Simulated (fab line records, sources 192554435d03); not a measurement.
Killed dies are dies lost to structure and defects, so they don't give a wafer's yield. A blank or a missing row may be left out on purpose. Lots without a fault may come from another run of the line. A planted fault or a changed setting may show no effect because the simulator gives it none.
Which tool did it? | flow n5_finfet | 10 lots, 30 wafers sampled, at 1 step of a route of 1938

WHAT THE GAUGES READ, wafer by wafer
N5_BEOL_M6_RS_MEAS_57: measures by four-point-probe.
lot  | measured     | on            | M6_RS (ohm/sq)
L077 | day 9 12:18  | film_metro-02 | 0.295 0.291 0.292
L078 | day 10 05:34 | film_metro-01 | 0.298 0.274 0.286
L079 | day 11 06:14 | film_metro-02 | 0.287 0.299 0.278
L081 | day 11 11:44 | film_metro-02 | 0.283 0.294 0.290
L085 | day 12 10:56 | film_metro-01 | 0.287 0.286 0.288
L087 | day 12 16:38 | film_metro-01 | 0.296 0.294 0.293
L089 | day 12 20:59 | film_metro-01 | 0.294 0.290 0.286
L090 | day 13 07:44 | film_metro-02 | 0.282 0.286 0.278
L093 | day 14 06:03 | film_metro-01 | 0.273 0.288 0.291
L096 | day 15 09:23 | film_metro-02 | 0.279 0.297 0.263

WHICH TOOL RAN EACH LOT (tool, then ch and the chambers of the sampled wafers, then the start)
The record holds no process step before these readings.

THE ANSWER, worked out from the rows above alone
Rule: what is usual is taken from the lots themselves. Put in order of their means at a reading, lots are off if they are a third of the lots or fewer, leave a main group of 4 or more, and stand apart from it by a gap of 3 or more times the standard deviation of the main group's means; of several such gaps the widest counts. A main group whose means are all the same, to the digits that the tables above print for the reading, isn't used. A lot without any number at a reading at which 4 lots or more have one is off too. The other lots that the step has rows for count as sound.
No lot is off at any reading shown: from this, nothing can be told.

WHAT THE SIMULATOR HAD PUT IN
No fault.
